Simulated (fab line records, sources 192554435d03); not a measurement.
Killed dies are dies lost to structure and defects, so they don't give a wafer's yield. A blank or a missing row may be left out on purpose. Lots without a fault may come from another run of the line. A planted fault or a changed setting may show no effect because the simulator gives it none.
fab line records | flow n5_finfet
record lots=24 wafers=72 last_day=18
route steps=1938 shown MOL_CONTACT_COAG@579
lots that met no fault: from a run of the same line without faults
start_h: hours from the record's first day to the start of the lot's first wafer shown | wait_h: hours since the lot's step before | " the same as in the row above | L1.1+2: a row that stands for several wafers | - no value, or no start given | * or withheld: withheld | < > ~ a bound
route shown NAME@n: a module of which the file shows steps, and the number in the route of the first | usual: mean/standard deviation of fault-free wafers | same: alike in all rows | chamber/n: place in a boat | sites: the reading at each site | _std_site: their standard deviation | _edge_site: outer sites' mean less inner sites' | radius_mm: how far each site lies from the wafer's centre | mask NAME#n: copy n | behind: the tool/chamber that last shaped the wafer | hold: why the lot was held/for how many hours/how that ended | device: the transistor (n, p or np) that didn't switch | end of line: the same wafers' tests at the end of the route | a step without rows: its recipe alone | killed: dies lost to structure and defects at the first sort, not the wafer's yield | map: a wafer's dies, x killed, . not, _ none there
set.NAME: the setting as run; set.NAME@STEP: as run at that earlier step | model.NAME: the simulator's own value behind a step, which no gauge read
steps of the route over a sample of lots; a table a step, a row a wafer
services: from which hour (start_h, from the record's first day; less than 0 if before it) a tool's chamber was out of use, for how many hours, and why
## steps
# step N5_MOL_CONTACT_COAG_ALD_131
# recipe material=SiO2 target_thk_a=50 temp_c=100 ald_precursor_family=BDEAS ald_co_reactant=O2-plasma pulse_time_s=1 co_reactant_pulse_time_s=1 purge_time_s=2 co_reactant_purge_time_s=2 ald_cycles=35 pressure_torr=2
# usual heater_power_w=79/8.9 precursor_pulse_height_rel=1.002/0.02
# same pulse_time_s=1
# columns lot.wafer tool chamber start_h wait_h heater_power_w precursor_pulse_height_rel
L074.1 ald_sin-04 3 105.37 0.6 72 1.012
L074.3 " 1 " " 73 0.993
L074.5 " 0 " " 85 1.024
L075.3 ald_sin-04 3 105.52 0.4 73 0.973
L075.4 " 0 " " 86 0.994
L075.5 " 0 " " 87 1.028
L076.1 ald_sin-04 1 113.68 0.1 71 1.032
L076.2 " 3 " " 73 1.012
L076.4 " 0 " " 87 1.010
L077.2 ald_sin-03 2 117.62 0.2 78 1.014
L077.4 " 0 " " 85 1.020
L077.5 " 2 " " 74 1.004
L078.3 ald_sin-04 3 120.58 0.1 73 1.005
L078.5 " 0 " " 86 1.023
L078.6 " 1 " " 71 1.008
L079.2 ald_sin-04 3 132.51 0.7 73 1.033
L079.3 " 0 " " 86 1.017
L079.4 " 3 " " 72 0.985
L080.1 ald_sin-03 1 139.09 0.2 94 1.023
L080.2 " 3 " " 77 1.041
L080.4 " 2 " " 77 1.046
L081.1 ald_sin-01 0 145.89 0.1 65 0.983
L081.3 " 3 " " 72 1.004
L081.4 " 2 " " 72 1.013
L082.1 ald_sin-04 3 149.51 0.1 73 0.978
L082.4 " 2 " " 78 1.021
L082.6 " 1 " " 72 0.971
L083.3 ald_sin-03 1 155.84 0.1 95 1.004
L083.4 " 3 " " 78 0.977
L083.5 " 2 " " 76 1.012
L084.2 ald_sin-04 1 162.84 0.1 72 0.997
L084.3 " 0 " " 86 1.030
L084.6 " 1 " " 73 0.985
L085.2 ald_sin-04 0 169.62 0.1 88 1.023
L085.5 " 2 " " 81 0.968
L085.6 " 3 " " 72 1.000
L086.1 ald_sin-01 1 172.08 0.1 98 1.009
L086.2 " 2 " " 74 0.967
L086.6 " 3 " " 71 1.016
L087.3 ald_sin-03 1 175.30 0.1 95 1.004
L087.4 " 2 " " 77 1.011
L087.6 " 0 " " 82 0.985
L088.1 ald_sin-04 3 191.62 0.4 73 1.005
L088.3 " 2 " " 81 0.986
L088.4 " 0 " " 85 0.993
L089.2 ald_sin-03 1 199.69 0.3 88 0.995
L089.3 " 0 " " 80 0.980
L089.4 " 3 " " 80 1.034
L090.3 ald_sin-04 0 200.53 0.3 88 1.000
L090.4 " 1 " " 72 0.998
L090.6 " 3 " " 73 1.013
L091.1 ald_sin-01 2 203.42 0.3 72 1.014
L091.2 " 3 " " 71 1.019
L091.6 " 1 " " 98 1.030
L092.3 ald_sin-01 1 205.53 0.1 103 1.011
L092.4 " 0 " " 66 0.999
L092.5 " 2 " " 72 0.994
L093.4 ald_sin-01 2 211.74 0.2 73 0.968
L093.5 " 1 " " 99 1.041
L093.6 " 0 " " 69 0.997
L094.2 ald_sin-04 3 225.34 0.1 74 1.027
L094.5 " 2 " " 82 1.025
L094.6 " 1 " " 72 1.006
L095.1 ald_sin-01 2 228.40 0.1 73 1.029
L095.4 " 1 " " 101 1.001
L095.6 " 2 " " 73 0.972
L096.1 ald_sin-03 1 229.53 0.1 88 0.989
L096.2 " 0 " " 83 0.995
L096.4 " 2 " " 77 0.985
L097.2 ald_sin-03 3 236.48 0.1 80 1.008
L097.4 " 2 " " 77 1.029
L097.6 " 2 " " 78 1.016
# step N5_MOL_CONTACT_COAG_ETCHBACK_135
# recipe chemistry=CHF3 target=SiO2 target_depth_a=250 time_s=16.7 ion_energy_ev=200 pressure_mtorr=30 source_w=610 bias_w=170 Ar_flow_sccm=200 CHF3_flow_sccm=50
# usual drypump_motor_current_A=5.5/0.48 oes_product_au=0.78/0.089 rf_vpp_V=526/11 showerhead_plenum_p_Torr=2.37/0.084 throttle_valve_pct=18.73/0.17
# columns lot.wafer tool chamber start_h wait_h drypump_motor_current_A oes_product_au rf_hours_counter_h rf_vpp_V showerhead_plenum_p_Torr throttle_valve_pct
L074.1 rie_diel-04 0 105.67 0.0 5.5 0.70 226 509 2.45 18.76
L074.3 " 3 " " 5.4 0.69 229 532 2.45 18.84
L074.5 " 1 " " 6.2 0.73 - 527 2.38 18.81
L075.3 rie_diel-01 3 105.83 0.0 5.9 0.80 101 538 2.39 18.80
L075.4 " 2 " " 5.0 0.69 - 514 2.24 19.02
L075.5 " 3 " " 5.9 0.81 - 537 2.39 18.79
L076.1 rie_diel-03 3 113.98 0.0 4.8 0.79 96 517 2.40 18.86
L076.2 " 2 " " 6.2 0.73 157 529 2.39 18.81
L076.4 " 0 " " 5.1 0.93 28 544 2.54 18.55
L077.2 rie_diel-04 2 117.92 0.0 5.7 0.84 84 538 2.31 18.62
L077.4 " 1 " " 6.2 0.73 161 526 2.38 18.79
L077.5 " 3 " " 5.4 0.69 - 530 2.45 18.85
L078.3 rie_diel-01 0 120.92 0.0 5.7 0.84 62 519 2.31 18.40
L078.5 " 2 " " 5.0 0.68 - 512 2.24 19.01
L078.6 " 1 " " 5.1 0.72 - 517 2.27 18.93
L079.2 rie_diel-04 1 132.82 0.0 6.2 0.73 167 526 2.38 18.82
L079.3 " 2 " " 5.7 0.83 89 540 2.31 18.64
L079.4 " 3 " " 5.4 0.69 239 530 2.45 18.86
L080.1 rie_diel-01 0 139.39 0.0 5.7 0.83 70 520 2.31 18.41
L080.2 " 1 " " 5.1 0.72 210 515 2.27 18.93
L080.4 " 1 " " 5.1 0.72 - 515 2.27 18.93
L081.1 rie_diel-01 0 146.20 0.0 5.7 0.83 73 520 2.31 18.42
L081.3 " 3 " " 5.9 0.79 113 536 2.39 18.81
L081.4 " 0 " " 5.7 0.83 - 519 2.31 18.41
L082.1 rie_diel-04 2 149.81 0.0 5.7 0.82 96 539 2.31 18.65
L082.4 " 3 " " 5.4 0.67 244 532 2.45 18.85
L082.6 " 2 " " 5.7 0.82 - 539 2.31 18.63
L083.3 rie_diel-04 3 156.15 0.0 5.4 0.68 246 532 2.45 18.86
L083.4 " 1 " " 6.2 0.72 175 526 2.37 18.81
L083.5 " 0 " " 5.5 0.69 - 508 2.45 18.77
L084.2 rie_diel-03 2 163.15 0.0 6.2 0.73 175 528 2.39 18.85
L084.3 " 1 " " 6.3 0.74 175 529 2.27 18.55
L084.6 " 0 " " 5.1 0.90 - 543 2.53 18.59
L085.2 rie_diel-03 0 169.92 0.0 5.1 0.88 51 543 2.53 18.58
L085.5 " 3 " " 4.8 0.78 - 516 2.39 18.88
L085.6 " 0 " " 5.1 0.88 - 544 2.53 18.59
L086.1 rie_diel-01 0 172.39 0.0 5.7 0.81 85 519 2.30 18.44
L086.2 " 3 " " 5.9 0.77 125 535 2.38 18.82
L086.6 " 0 " " 5.7 0.82 - 518 2.30 18.44
L087.3 rie_diel-04 0 175.60 0.0 5.5 0.68 252 508 2.44 18.78
L087.4 " 0 " " 5.5 0.68 - 506 2.44 18.79
L087.6 " 1 " " 6.2 0.71 - 526 2.37 18.83
L088.1 rie_diel-03 3 191.93 0.0 4.8 0.75 122 515 2.39 18.89
L088.3 " 1 " " 6.4 0.73 186 529 2.27 18.55
L088.4 " 0 " " 5.1 0.86 59 544 2.53 18.60
L089.2 rie_diel-04 1 199.99 0.0 6.2 0.71 193 527 2.37 18.84
L089.3 " 2 " " 5.7 0.81 115 537 2.30 18.69
L089.4 " 1 " " 6.2 0.71 - 527 2.37 18.84
L090.3 rie_diel-03 1 200.84 0.0 6.3 0.73 188 528 2.27 18.55
L090.4 " 0 " " 5.1 0.87 62 544 2.53 18.62
L090.6 " 3 " " 4.8 0.76 - 515 2.39 18.90
L091.1 rie_diel-03 3 203.72 0.0 4.8 0.77 126 517 2.39 18.91
L091.2 " 2 " " 6.2 0.73 189 528 2.38 18.87
L091.6 " 1 " " 6.4 0.73 - 530 2.27 18.56
L092.3 rie_diel-04 1 205.84 0.0 6.2 0.71 196 527 2.37 18.87
L092.4 " 3 " " 5.4 0.99 - 527 2.44 18.50
L092.5 " 2 " " 5.7 0.80 - 539 2.30 18.67
L093.4 rie_diel-04 2 212.06 0.0 5.7 0.81 - 539 2.30 18.69
L093.5 " 3 " " 5.4 0.99 - 525 2.44 18.49
L093.6 " 1 " " 6.2 0.71 - 527 2.37 18.87
L094.2 rie_diel-01 2 225.64 0.0 5.0 0.94 16 519 2.51 18.62
L094.5 " 2 " " 5.0 0.94 - 521 2.51 18.61
L094.6 " 1 " " 5.1 0.70 - 515 2.26 18.98
L095.1 rie_diel-04 0 228.71 0.0 5.5 0.99 2 508 2.44 18.37
L095.4 " 1 " " 6.2 0.70 206 527 2.36 18.87
L095.6 " 3 " " 5.4 0.96 - 525 2.44 18.49
L096.1 rie_diel-03 0 229.83 0.0 5.1 0.86 72 542 2.52 18.61
L096.2 " 1 " " 6.3 0.72 199 530 2.26 18.58
L096.4 " 3 " " 4.8 0.76 134 515 2.38 18.91
L097.2 rie_diel-04 2 236.85 0.0 5.7 0.80 130 538 2.30 18.72
L097.4 " 1 " " 6.2 0.69 208 527 2.36 18.86
L097.6 " 3 " " 5.4 0.96 - 526 2.44 18.50
# step N5_MOL_CONTACT_COAG_STRIP_96
# recipe chemistry=N2/H2 power_w=500 temp_c=40 pressure_mtorr=50 rf_frequency_hz=6e+07 overash_fraction=0.3 bias_power_w=28 h2_frac=0.5 n2_flow_sccm=300 h2_flow_sccm=300
# usual drypump_motor_current_A=5.6/0.48 oes_product_au=0.78/0.09 rf_vpp_V=121.8/1.4 showerhead_plenum_p_Torr=3.35/0.11 throttle_valve_pct=18.9/0.31
# columns lot.wafer tool chamber start_h wait_h drypump_motor_current_A oes_product_au rf_hours_counter_h rf_vpp_V showerhead_plenum_p_Torr throttle_valve_pct
L074.1 rie_diel-04 0 105.77 0.0 5.5 0.70 226 120.8 3.46 18.7
L074.3 " 3 " " 5.4 0.68 229 122.2 3.44 18.7
L074.5 " 1 " " 6.2 0.74 - 122.8 3.38 19.1
L075.3 rie_diel-01 3 105.93 0.0 5.9 0.79 101 121.6 3.38 19.4
L075.4 " 2 " " 5.0 0.69 - 121.0 3.17 19.1
L075.5 " 3 " " 5.9 0.80 - 123.2 3.38 19.4
L076.1 rie_diel-03 3 114.08 0.0 4.8 0.80 96 120.4 3.37 18.6
L076.2 " 2 " " 6.2 0.74 157 121.0 3.34 18.8
L076.4 " 0 " " 5.1 0.93 28 121.9 3.58 18.6
L077.2 rie_diel-04 2 118.02 0.0 5.7 0.82 84 123.1 3.26 19.3
L077.4 " 1 " " 6.2 0.72 161 118.7 3.38 19.1
L077.5 " 3 " " 5.4 0.68 - 123.8 3.44 18.8
L078.3 rie_diel-01 0 121.02 0.0 5.7 0.87 62 122.4 3.27 18.6
L078.5 " 2 " " 5.0 0.68 - 121.9 3.17 19.1
L078.6 " 1 " " 5.1 0.72 - 119.0 3.22 19.1
L079.2 rie_diel-04 1 132.92 0.0 6.3 0.72 167 122.3 3.38 19.1
L079.3 " 2 " " 5.7 0.82 89 122.9 3.26 19.2
L079.4 " 3 " " 5.4 0.67 239 122.3 3.43 18.7
L080.1 rie_diel-01 0 139.49 0.0 5.7 0.84 70 121.0 3.27 18.6
L080.2 " 1 " " 5.1 0.71 210 121.4 3.22 19.1
L080.4 " 1 " " 5.1 0.71 - 120.7 3.22 19.1
L081.1 rie_diel-01 0 146.30 0.0 5.7 0.84 73 120.5 3.26 18.6
L081.3 " 3 " " 5.9 0.78 113 122.3 3.37 19.4
L081.4 " 0 " " 5.8 0.85 - 121.2 3.26 18.6
L082.1 rie_diel-04 2 149.91 0.0 5.7 0.81 96 119.3 3.26 19.2
L082.4 " 3 " " 5.4 0.67 244 119.1 3.43 18.8
L082.6 " 2 " " 5.7 0.81 - 121.8 3.26 19.3
L083.3 rie_diel-04 3 156.25 0.0 5.4 0.67 246 120.2 3.43 18.8
L083.4 " 1 " " 6.2 0.72 175 121.5 3.37 19.1
L083.5 " 0 " " 5.4 0.68 - 122.3 3.45 18.7
L084.2 rie_diel-03 2 163.25 0.0 6.2 0.74 175 122.9 3.33 18.8
L084.3 " 1 " " 6.3 0.74 175 123.4 3.24 18.8
L084.6 " 0 " " 5.1 0.90 - 121.3 3.57 18.6
L085.2 rie_diel-03 0 170.02 0.0 5.1 0.88 51 125.7 3.56 18.6
L085.5 " 3 " " 4.8 0.78 - 121.6 3.36 18.6
L085.6 " 0 " " 5.1 0.89 - 121.7 3.56 18.6
L086.1 rie_diel-01 0 172.49 0.0 5.7 0.83 85 119.4 3.26 18.6
L086.2 " 3 " " 5.9 0.77 125 121.6 3.37 19.4
L086.6 " 0 " " 5.7 0.82 - 123.5 3.26 18.7
L087.3 rie_diel-04 0 175.70 0.0 5.5 0.66 252 120.1 3.44 18.7
L087.4 " 0 " " 5.5 0.66 - 121.3 3.44 18.7
L087.6 " 1 " " 6.2 0.71 - 122.6 3.37 19.1
L088.1 rie_diel-03 3 192.03 0.0 4.8 0.76 122 125.0 3.36 18.6
L088.3 " 1 " " 6.4 0.72 186 120.5 3.23 18.9
L088.4 " 0 " " 5.1 0.87 59 121.7 3.56 18.6
L089.2 rie_diel-04 1 200.09 0.0 6.2 0.71 193 121.7 3.36 19.1
L089.3 " 2 " " 5.7 0.81 115 120.8 3.25 19.3
L089.4 " 1 " " 6.2 0.71 - 123.8 3.36 19.2
L090.3 rie_diel-03 1 200.94 0.0 6.4 0.73 188 120.9 3.23 18.9
L090.4 " 0 " " 5.1 0.86 62 124.1 3.56 18.6
L090.6 " 3 " " 4.8 0.76 - 121.7 3.36 18.6
L091.1 rie_diel-03 3 203.82 0.0 4.8 0.76 126 123.3 3.36 18.6
L091.2 " 2 " " 6.2 0.71 189 121.5 3.33 18.8
L091.6 " 1 " " 6.4 0.71 - 122.5 3.23 18.9
L092.3 rie_diel-04 1 205.94 0.0 6.2 0.71 196 121.8 3.36 19.1
L092.4 " 3 " " 5.4 1.00 - 121.4 3.43 18.4
L092.5 " 2 " " 5.7 0.79 - 122.9 3.25 19.3
L093.4 rie_diel-04 2 212.17 0.0 5.7 0.80 - 121.3 3.24 19.3
L093.5 " 3 " " 5.4 0.98 - 123.4 3.42 18.4
L093.6 " 1 " " 6.2 0.71 - 119.3 3.36 19.1
L094.2 rie_diel-01 2 225.74 0.0 5.0 0.95 16 123.5 3.55 18.7
L094.5 " 2 " " 5.0 0.95 - 123.1 3.55 18.7
L094.6 " 1 " " 5.1 0.69 - 120.0 3.21 19.2
L095.1 rie_diel-04 0 228.80 0.0 5.5 0.98 2 122.4 3.44 18.3
L095.4 " 1 " " 6.2 0.70 206 121.3 3.36 19.2
L095.6 " 3 " " 5.4 0.96 - 124.0 3.42 18.4
L096.1 rie_diel-03 0 229.93 0.0 5.1 0.86 72 125.7 3.55 18.6
L096.2 " 1 " " 6.3 0.71 199 120.5 3.22 18.9
L096.4 " 3 " " 4.8 0.75 134 121.3 3.35 18.6
L097.2 rie_diel-04 2 236.95 0.0 5.7 0.78 130 122.7 3.24 19.3
L097.4 " 1 " " 6.2 0.69 208 122.5 3.36 19.1
L097.6 " 3 " " 5.4 0.95 - 120.8 3.42 18.4
# step N5_MOL_CONTACT_COAG_CD_MEAS_137
# recipe target_cd_nm=16
# usual cd_nm=15.8/0.35
# columns lot.wafer tool chamber start_h wait_h cd_nm
L074.1 cd_sem-01 - 106.04 0.0 15.8
L074.3 " - " " 15.9
L074.5 " - " " 15.7
L075.3 cd_sem-03 - 106.20 0.0 15.6
L075.4 " - " " 15.4
L075.5 " - " " 15.4
L076.1 cd_sem-03 - 114.35 0.0 15.8
L076.2 " - " " 15.8
L076.4 " - " " 16.0
L077.2 cd_sem-01 - 118.29 0.0 16.2
L077.4 " - " " 15.7
L077.5 " - " " 16.0
L078.3 cd_sem-03 - 121.29 0.0 16.2
L078.5 " - " " 15.6
L078.6 " - " " 16.2
L079.2 cd_sem-02 - 133.19 0.0 15.8
L079.3 " - " " 16.3
L079.4 " - " " 16.4
L080.1 cd_sem-02 - 139.76 0.0 15.9
L080.2 " - " " 16.4
L080.4 " - " " 16.0
L081.1 cd_sem-01 - 146.57 0.0 15.7
L081.3 " - " " 15.3
L081.4 " - " " 15.3
L082.1 cd_sem-03 - 150.18 0.0 16.0
L082.4 " - " " 15.3
L082.6 " - " " 16.0
L083.3 cd_sem-01 - 156.52 0.0 16.0
L083.4 " - " " 15.5
L083.5 " - " " 15.9
L084.2 cd_sem-01 - 163.51 0.0 15.4
L084.3 " - " " 15.9
L084.6 " - " " 15.4
L085.2 cd_sem-02 - 170.29 0.0 15.7
L085.5 " - " " 16.0
L085.6 " - " " 16.0
L086.1 cd_sem-03 - 172.76 0.0 16.2
L086.2 " - " " 16.0
L086.6 " - " " 15.9
L087.3 cd_sem-02 - 175.97 0.0 16.3
L087.4 " - " " 15.6
L087.6 " - " " 15.6
L088.1 cd_sem-01 - 192.30 0.0 16.0
L088.3 " - " " 16.6
L088.4 " - " " 15.3
L089.2 cd_sem-01 - 200.36 0.0 15.1
L089.3 " - " " 15.9
L089.4 " - " " 15.6
L090.3 cd_sem-01 - 201.21 0.0 16.4
L090.4 " - " " 16.4
L090.6 " - " " 15.6
L091.1 cd_sem-03 - 204.09 0.0 15.8
L091.2 " - " " 15.8
L091.6 " - " " 16.0
L092.3 cd_sem-01 - 206.21 0.0 15.5
L092.4 " - " " 16.3
L092.5 " - " " 15.7
L093.4 cd_sem-03 - 212.44 0.0 15.9
L093.5 " - " " 16.1
L093.6 " - " " 15.3
L094.2 cd_sem-02 - 226.02 0.0 16.0
L094.5 " - " " 15.7
L094.6 " - " " 16.1
L095.1 cd_sem-03 - 229.10 0.0 16.2
L095.4 " - " " 15.3
L095.6 " - " " 16.2
L096.1 cd_sem-01 - 230.20 0.0 15.6
L096.2 " - " " 16.0
L096.4 " - " " 15.8
L097.2 cd_sem-02 - 237.23 0.0 15.9
L097.4 " - " " 15.0
L097.6 " - " " 16.7
# step N5_MOL_CONTACT_COAG_STRIP_72
# recipe chemistry=N2/H2 power_w=450 temp_c=40 pressure_mtorr=20 rf_frequency_hz=6e+07 overash_fraction=3 bias_power_w=7 h2_frac=0.5 n2_flow_sccm=200 h2_flow_sccm=200
# usual drypump_motor_current_A=5.6/0.48 oes_product_au=0.77/0.083 rf_vpp_V=59.2/1.9 showerhead_plenum_p_Torr=2.53/0.091 throttle_valve_pct=23.64/0.24
# columns lot.wafer tool chamber start_h wait_h drypump_motor_current_A oes_product_au rf_hours_counter_h rf_vpp_V showerhead_plenum_p_Torr throttle_valve_pct
L074.1 rie_diel-03 0 107.40 0.0 5.1 0.92 25 58.7 2.71 23.41
L074.3 " 2 " " 6.2 0.74 154 58.9 2.53 23.52
L074.5 " 3 " " 4.8 0.80 - 56.7 2.55 23.40
L075.3 rie_diel-04 0 107.56 0.0 5.5 0.68 227 64.3 2.61 23.53
L075.4 " 1 " " 6.2 0.73 158 57.1 2.56 23.90
L075.5 " 1 " " 6.2 0.73 - 60.9 2.56 23.92
L076.1 rie_diel-03 3 116.12 0.0 4.8 0.78 97 62.1 2.55 23.40
L076.2 " 1 " " 6.4 0.76 156 59.3 2.45 23.50
L076.4 " 2 " " 6.2 0.75 157 58.8 2.53 23.56
L077.2 rie_diel-01 0 119.48 0.0 5.7 0.87 61 61.4 2.47 23.27
L077.4 " 3 " " 5.9 0.79 106 59.2 2.55 23.92
L077.5 " 1 " " 5.1 0.72 - 58.0 2.43 23.91
L078.3 rie_diel-04 2 122.51 0.0 5.7 0.81 86 59.1 2.46 23.80
L078.5 " 3 " " 5.4 0.66 - 59.8 2.60 23.44
L078.6 " 0 " " 5.5 0.69 - 60.1 2.61 23.60
L079.2 rie_diel-04 1 134.23 0.0 6.2 0.71 167 58.0 2.55 23.90
L079.3 " 2 " " 5.7 0.82 90 62.2 2.46 23.80
L079.4 " 0 " " 5.5 0.69 236 56.4 2.61 23.58
L080.1 rie_diel-01 1 140.92 0.0 5.1 0.71 211 60.6 2.43 23.92
L080.2 " 0 " " 5.7 0.85 71 59.3 2.47 23.31
L080.4 " 0 " " 5.7 0.86 - 59.5 2.46 23.29
L081.1 rie_diel-03 1 147.73 0.0 6.3 0.74 169 59.2 2.45 23.54
L081.3 " 0 " " 5.1 0.90 41 60.4 2.70 23.40
L081.4 " 3 " " 4.8 0.78 104 59.7 2.55 23.41
L082.1 rie_diel-01 3 151.21 0.0 5.9 0.76 115 58.9 2.55 23.96
L082.4 " 2 " " 5.0 0.69 - 59.6 2.38 23.85
L082.6 " 3 " " 5.9 0.77 - 57.8 2.55 23.88
L083.3 rie_diel-03 3 157.65 0.0 4.8 0.78 109 60.6 2.54 23.39
L083.4 " 2 " " 6.2 0.73 173 63.6 2.52 23.57
L083.5 " 3 " " 4.8 0.78 - 61.0 2.55 23.37
L084.2 rie_diel-04 0 165.12 0.0 5.5 0.69 246 57.8 2.61 23.56
L084.3 " 1 " " 6.2 0.71 178 55.5 2.55 23.90
L084.6 " 2 " " 5.7 0.79 - 56.7 2.46 23.84
L085.2 rie_diel-04 0 171.80 0.0 5.5 0.66 250 59.6 2.61 23.52
L085.5 " 1 " " 6.3 0.72 - 60.7 2.55 23.95
L085.6 " 0 " " 5.5 0.69 - 59.8 2.61 23.57
L086.1 rie_diel-01 0 173.79 0.0 5.7 0.82 85 61.1 2.46 23.34
L086.2 " 1 " " 5.1 0.69 218 58.1 2.43 23.92
L086.6 " 3 " " 5.9 0.78 - 57.5 2.54 23.94
L087.3 rie_diel-04 2 177.34 0.0 5.7 0.82 107 55.7 2.45 23.79
L087.4 " 1 " " 6.2 0.73 - 64.2 2.55 23.89
L087.6 " 2 " " 5.7 0.81 - 58.2 2.45 23.82
L088.1 rie_diel-01 3 193.60 0.0 5.9 0.76 132 61.6 2.54 23.93
L088.3 " 2 " " 5.0 1.00 4 57.1 2.70 23.42
L088.4 " 0 " " 5.7 0.83 92 60.7 2.46 23.35
L089.2 rie_diel-01 0 201.76 0.0 5.7 0.82 95 57.9 2.46 23.36
L089.3 " 1 " " 5.1 0.69 227 57.2 2.42 23.89
L089.4 " 2 " " 5.0 0.97 6 62.0 2.69 23.40
L090.3 rie_diel-01 3 202.87 0.0 5.9 0.75 135 56.5 2.54 23.97
L090.4 " 0 " " 5.8 0.83 96 56.3 2.46 23.34
L090.6 " 3 " " 5.9 0.77 - 59.3 2.54 23.94
L091.1 rie_diel-01 3 205.40 0.0 5.9 0.76 136 57.7 2.54 23.93
L091.2 " 0 " " 5.7 0.81 97 58.7 2.45 23.29
L091.6 " 0 " " 5.7 0.80 - 57.5 2.45 23.34
L092.3 rie_diel-03 0 207.24 0.0 5.1 0.84 65 60.3 2.69 23.47
L092.4 " 1 " " 6.4 0.73 191 57.5 2.44 23.57
L092.5 " 0 " " 5.1 0.86 - 59.8 2.69 23.43
L093.4 rie_diel-01 3 213.64 0.0 5.9 0.75 140 57.7 2.54 23.94
L093.5 " 3 " " 5.9 0.75 - 58.8 2.54 23.96
L093.6 " 2 " " 5.0 0.97 - 60.3 2.69 23.41
L094.2 rie_diel-03 0 227.37 0.0 5.1 0.85 72 60.7 2.69 23.51
L094.5 " 1 " " 6.3 0.71 - 60.8 2.43 23.58
L094.6 " 2 " " 6.2 0.72 - 60.9 2.51 23.57
L095.1 rie_diel-01 2 230.26 0.0 5.0 0.96 18 60.7 2.69 23.43
L095.4 " 3 " " 5.9 0.75 146 57.7 2.53 23.95
L095.6 " 2 " " 5.0 0.98 - 57.4 2.69 23.39
L096.1 rie_diel-01 3 231.25 0.0 5.9 0.75 146 60.1 2.53 23.98
L096.2 " 1 " " 5.1 0.70 238 63.0 2.42 23.95
L096.4 " 2 " " 5.0 0.94 18 60.9 2.69 23.46
L097.2 rie_diel-01 2 238.40 0.0 5.0 0.94 21 63.6 2.69 23.45
L097.4 " 3 " " 5.9 0.76 148 60.6 2.53 23.97
L097.6 " 3 " " 5.9 0.75 - 57.5 2.53 23.95
# step N5_MOL_CONTACT_COAG_STRIP_49
# recipe chemistry=N2/H2 time_s=30 power_w=1000 temp_c=250 pressure_mtorr=withheld n2_flow_sccm=1750 h2_flow_sccm=3250
# usual drypump_motor_current_A=5.7/0.7 heater_power_w=307/22
# columns lot.wafer tool chamber start_h wait_h drypump_motor_current_A heater_power_w rf_hours_counter_h
L074.1 plasma_asher-01 1 107.48 - 6.3 345 45
L074.3 " 0 " " 5.2 304 -
L074.5 " 0 " " 5.2 313 -
L075.3 plasma_asher-02 1 107.66 - 6.4 301 -
L075.4 " 0 " " 4.9 279 -
L075.5 " 0 " " 4.9 284 -
L076.1 plasma_asher-02 0 116.20 - 4.9 276 81
L076.2 " 1 " " 6.4 297 81
L076.4 " 0 " " 4.9 286 -
L077.2 plasma_asher-02 1 119.56 - 6.4 303 82
L077.4 " 0 " " 4.9 286 -
L077.5 " 1 " " 6.4 308 -
L078.3 plasma_asher-02 1 122.61 - 6.4 307 -
L078.5 " 0 " " 4.9 285 -
L078.6 " 1 " " 6.4 309 -
L079.2 plasma_asher-02 0 134.31 - 4.9 279 85
L079.3 " 0 " " 4.9 277 -
L079.4 " 1 " " 6.5 312 -
L080.1 plasma_asher-02 1 141.00 - 6.5 313 86
L080.2 " 0 " " 4.9 284 86
L080.4 " 1 " " 6.4 302 -
L081.1 plasma_asher-02 0 147.81 - 4.9 281 87
L081.3 " 0 " " 4.8 276 -
L081.4 " 1 " " 6.5 302 -
L082.1 plasma_asher-01 1 151.29 - 6.3 347 53
L082.4 " 1 " " 6.3 342 -
L082.6 " 0 " " 5.2 306 -
L083.3 plasma_asher-02 1 157.75 - 6.4 310 -
L083.4 " 0 " " 4.9 280 -
L083.5 " 0 " " 4.9 283 -
L084.2 plasma_asher-02 0 165.20 - 4.9 278 91
L084.3 " 0 " " 4.9 284 -
L084.6 " 0 " " 4.9 289 -
L085.2 plasma_asher-01 1 171.88 - 6.3 346 57
L085.5 " 1 " " 6.3 340 -
L085.6 " 0 " " 5.2 313 -
L086.1 plasma_asher-02 1 173.87 - 6.5 308 92
L086.2 " 0 " " 4.9 281 92
L086.6 " 0 " " 4.9 277 -
L087.3 plasma_asher-01 1 177.45 - 6.3 338 -
L087.4 " 0 " " 5.2 311 -
L087.6 " 0 " " 5.2 303 -
L088.1 plasma_asher-01 1 193.69 - 6.3 343 63
L088.3 " 1 " " 6.3 349 -
L088.4 " 0 " " 5.2 308 -
L089.2 plasma_asher-02 1 201.85 - 6.4 303 98
L089.3 " 1 " " 6.4 306 -
L089.4 " 0 " " 4.9 284 -
L090.3 plasma_asher-01 0 202.97 - 5.2 309 -
L090.4 " 1 " " 6.3 344 -
L090.6 " 1 " " 6.3 350 -
L091.1 plasma_asher-02 0 205.48 - 4.9 283 99
L091.2 " 1 " " 6.5 312 99
L091.6 " 0 " " 4.9 277 -
L092.3 plasma_asher-01 0 207.34 - 5.2 306 -
L092.4 " 1 " " 6.3 353 -
L092.5 " 0 " " 5.2 310 -
L093.4 plasma_asher-01 0 213.74 - 5.2 309 -
L093.5 " 1 " " 6.3 351 -
L093.6 " 0 " " 5.2 312 -
L094.2 plasma_asher-02 0 227.56 - 4.9 285 103
L094.5 " 1 " " 6.4 298 -
L094.6 " 0 " " 4.9 275 -
L095.1 plasma_asher-02 0 230.34 - 4.9 278 104
L095.4 " 1 " " 6.4 305 -
L095.6 " 1 " " 6.4 307 -
L096.1 plasma_asher-02 0 231.33 - 4.9 283 104
L096.2 " 1 " " 6.4 308 104
L096.4 " 0 " " 4.9 280 -
L097.2 plasma_asher-01 1 238.64 - 6.3 344 71
L097.4 " 1 " " 6.3 348 -
L097.6 " 1 " " 6.3 346 -
## services
# columns tool chamber start_h hours kind
plasma_asher-01 - 84.24 1.7 repair
ald_sin-01 - 84.74 27.0 repair
plasma_asher-02 - 95.24 4.0 repair
rie_diel-01 0 95.75 14.8 repair
plasma_asher-02 - 103.15 1.8 repair
ald_sin-04 2 130.39 5.1 repair
rie_diel-03 3 138.36 7.2 repair
ald_sin-01 2 148.94 5.1 repair
rie_diel-01 2 158.25 - clean
rie_diel-01 2 158.25 - consumable_replace:focus_ring
rie_diel-01 2 158.25 - consumable_replace:showerhead
rie_diel-01 2 158.25 18.8 scheduled_down
rie_diel-01 2 158.25 18.8 vent_cycle
rie_diel-04 3 166.36 - clean
rie_diel-04 3 166.36 - consumable_replace:esc
rie_diel-04 3 166.36 - consumable_replace:focus_ring
rie_diel-04 3 166.36 32.4 scheduled_down
rie_diel-04 3 166.36 32.4 vent_cycle
ald_sin-03 - 176.95 14.0 pm
rie_diel-01 2 182.58 1.8 repair
rie_diel-04 0 199.48 - clean
rie_diel-04 0 199.48 - consumable_replace:focus_ring
rie_diel-04 0 199.48 23.8 scheduled_down
rie_diel-04 0 199.48 23.8 vent_cycle
## key
fault none
